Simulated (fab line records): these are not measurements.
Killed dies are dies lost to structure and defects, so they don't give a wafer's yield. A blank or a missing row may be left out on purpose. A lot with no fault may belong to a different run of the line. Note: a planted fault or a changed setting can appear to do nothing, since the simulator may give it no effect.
Struck lot and sound lot, side by side + flow n5Finfet + 28 out of 1938 route steps
Sound: wafers L531.1, L531.2, L531.4. Wafers L525.2, L525.5, L525.6 were the ones struck. The cause is given at the end.
Per side, at each step with rows, come the tool, then ch with its chambers, and then its first start. Under that, the readings that differ: sound wafers + struck wafers + difference of the means + sigmas: that difference in standard deviations of wafers without a fault.
alike: a reading whose means differ by less than 2 such deviations, as well as words and numbers matching on both sides. not compared: withheld readings; readings where some wafer has no value; bounds like >300 that might hide an equal value; numbers whose values overlap and for which the record gives no deviation.
Wherever a step has rows on one side only, a row that says differs or no value, or a row with sigmas, the two part there. When numbers do not overlap yet have no deviation, they are printed without sigmas and do not part them. A reading missing from all wafers of one side parts the sides only when that side holds two or more wafers.

first, 11 steps without rows for these wafers: N5_BEOL_M6_CURE_75 (cures SiCOH lowk, time 120 s); N5_BEOL_M6_DEGAS_44 (time 60 s); N5_BEOL_M6_PRE_CLEAN_45 (time 30 s); N5_BEOL_M6_ALD_77 (deposits TaN, target thk 2 nm, pulse time 2 s, purge time 3 s); N5_BEOL_M6_SURFACE_TREAT_79; N5_BEOL_M6_CVD_78 (deposits Co from CCTBA/H2, target thk 2 nm, time 142.3 s); N5_BEOL_M6_SPUTTER_48 (material Cu, target thk 10 nm, time 1.667 s); N5_BEOL_M6_ECD_50 (material Cu, target thk 300 nm); N5_BEOL_M6_ANNEAL_51 (time 90 s); N5_BEOL_M6_CMP_52 (polishes, stops on SiCOH lowk, t overpolish 6.9 s, target thk 80 nm); N5_BEOL_M6_PRE_CLEAN_55 (time 15 s).
N5_BEOL_M6_DEP_56: deposits SiCN from 3MS/NH3, target thk 10 nm, time 17.5 s.
  sound on pecvd-02 ch 0,1, day 14 21:08; struck on pecvd-02 ch 0,2, day 12 05:10
  alike: chamberPressureTorr, showerheadPlenumPTorr, throttleValvePct
N5_BEOL_M6_INSPECT_58: inspects for defects (darkfield).
  sound on defectInspect-01, day 14 21:14; struck on defectInspect-02, day 12 05:15
| reading        | sound    | struck         | difference | sigmas |
|----------------|----------|----------------|------------|--------|
| rawDefectCount | 87 73 99 | 1141 1153 1103 | +1046      | +45    |
then, 12 steps without rows for these wafers: N5_BEOL_M7_ILD_DEP_00 (deposits SiCOH lowk from DEMS/porogen, target thk 179.75 nm, time 33.4 s); N5_BEOL_M7_CURE_74 (cures SiCOH lowk, time 240 s); N5_BEOL_M7_PECVD_70 (deposits SiO2 from TEOS/O2, target thk 20 nm, time 22.7 s); N5_BEOL_M7_HM_DEP_02 (deposits TiN, target thk 20 nm); N5_BEOL_M7_COAT_59 (time 60 s, resist thk 100 nm); N5_BEOL_M7_COAT_60 (time 60 s, resist thk 35 nm); N5_BEOL_M7_COAT_05 (resist thk 90 nm); N5_BEOL_M7_EBR_07; N5_BEOL_M7_SOFTBAKE_06 (time 60 s); N5_BEOL_M7_EXPOSE_08 (exposes mask M7); N5_BEOL_M7_PEB_09 (peb time 60 s); N5_BEOL_M7_DEVELOP_10 (develop time 30 s).
N5_BEOL_M7_INSPECT_13: inspects for defects (brightfield).
  sound on defectInspect-02, day 14 23:13; struck on defectInspect-02, day 12 08:02
| reading        | sound       | struck         | difference | sigmas |
|----------------|-------------|----------------|------------|--------|
| rawDefectCount | 393 509 437 | 1531 1404 1453 | +1016      | +9     |
then, 1 step without rows for these wafers: N5_BEOL_M7_DESCUM_16 (chemistry O2, time 7.9 s).
-- the record jumps here: 4 days lie between the struck wafers' starts before and after (it left off in module BEOL_M7 and takes up again in module PASSIVATION, whose first step shown is number 1936 of the route) --
N5_PASSIVATION_PROBE_49:
  rows exist in the record for the struck wafers here (prober-01, day 15 22:53), but not for the sound ones

## WHERE THEY PART
First at N5_BEOL_M6_INSPECT_58; last, within this record, at N5_PASSIVATION_PROBE_49.

WHY: what had been put in by the simulator
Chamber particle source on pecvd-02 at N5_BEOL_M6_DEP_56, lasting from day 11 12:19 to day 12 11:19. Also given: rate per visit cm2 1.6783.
